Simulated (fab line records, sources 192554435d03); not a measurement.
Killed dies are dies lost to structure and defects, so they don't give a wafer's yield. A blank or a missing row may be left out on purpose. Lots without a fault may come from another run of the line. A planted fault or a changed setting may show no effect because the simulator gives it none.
One fault seen from 3 desks | flow n5_finfet | each desk has only its own numbers; what lay behind them comes last

THE TOOL OWNER'S DESK: rie_diel-05
The tool's own readings at N5_BEOL_M0_ETCH_128 (etches SiCN in CF4/N2, target depth 12 nm, overetch 5.1 nm, time 21.4 s): means of the sampled wafers that have a number, for each lot that ran on this tool. A lot is out of limits, marked OUT, if its mean lies more than 4 standard deviations from the usual mean; the brackets give that distance.
Columns: A = drypump_motor_current_A at N5_BEOL_M0_ETCH_128, usual 5.7 A; B = oes_product_au at N5_BEOL_M0_ETCH_128, usual 0.54 a.u.; C = rf_fwd_power_W at N5_BEOL_M0_ETCH_128, usual 425.2 W; D = rf_vpp_V at N5_BEOL_M0_ETCH_128, usual 382.8 V; E = showerhead_plenum_p_Torr at N5_BEOL_M0_ETCH_128, usual 2.23 Torr; F = throttle_valve_pct at N5_BEOL_M0_ETCH_128, usual 15.46 %
lot  | first seen here | A   | B    | C     | D     | E    | F
L616 | day 7 01:28     | 5.9 | 0.50 | 425.0 | 381.5 | 2.18 | 15.56
L626 | day 9 12:37     | 6.1 | 0.49 | 424.4 | 382.4 | 2.18 | 15.54
This desk's finding: nothing out of limits on any of the 2 lots.

THE METROLOGY DESK
What the gauges read, lot by lot, whatever tool the lot ran on: means of the sampled wafers that have a number. A lot is out of limits, marked OUT, if its mean lies more than 4 standard deviations from the usual mean; the brackets give that distance. Of its 12 readings 7 are shown: those that lie furthest out on some lot.
Columns: A = cd_nm at N5_BEOL_M0_CUTY_CD_MEAS_57, usual 200.1 nm; B = M0_ABLK_OVL at N5_BEOL_M0_CUTY_OVL_MEAS_58, usual -0.2 nm; C = DIBL_N at N5_BEOL_M4_RC_MEAS_101, usual 36.3 mV/V; D = DIBL_P at N5_BEOL_M4_RC_MEAS_101, usual 36.0 mV/V; E = IOFF_N at N5_BEOL_M4_RC_MEAS_101, usual 0.16 nA/um; F = ION_P at N5_BEOL_M4_RC_MEAS_101, usual 462 uA/um; G = SS_N at N5_BEOL_M4_RC_MEAS_101, usual 71.7 mV/dec
lot  | first seen here | A     | B    | C    | D    | E    | F   | G
L616 | day 6 23:25     | 199.4 | 0.3  | 36.0 | 33.9 | 0.15 | 461 | 70.9
L620 | day 8 00:00     | 200.4 | -0.4 | 37.3 | 36.7 | 0.17 | 455 | 72.7
L626 | day 9 11:28     | 199.3 | -0.6 | 33.8 | 34.5 | 0.16 | 471 | 71.8
L627 | day 9 19:10     | 201.6 | -1.1 | 38.4 | 35.7 | 0.21 | 462 | 72.2
L630 | day 10 17:09    | 201.2 | -0.4 | 35.6 | 37.1 | 0.15 | 468 | 71.5
This desk's finding: nothing out of limits on any of the 5 lots.

THE DEFECT DESK
What the inspections along the route counted, lot by lot: means of the sampled wafers that have a number. A lot is out of limits, marked OUT, if its mean lies more than 4 standard deviations from the usual mean; the brackets give that distance.
Columns: A = raw_defect_count at N5_BEOL_M0_CUTY_INSPECT_59, usual 2.2
lot  | first seen here | A
L616 | day 6 23:29     | 3.0
L620 | day 8 00:04     | 1.3
L626 | day 9 11:31     | 4.0
L627 | day 9 19:13     | 2.7
L630 | day 10 17:12    | 2.3
This desk's finding: nothing out of limits on any of the 5 lots.

PUT TOGETHER
The tool owner's desk saw nothing out of limits.
The metrology desk saw nothing out of limits.
The defect desk saw nothing out of limits.

WHAT THE SIMULATOR HAD PUT IN
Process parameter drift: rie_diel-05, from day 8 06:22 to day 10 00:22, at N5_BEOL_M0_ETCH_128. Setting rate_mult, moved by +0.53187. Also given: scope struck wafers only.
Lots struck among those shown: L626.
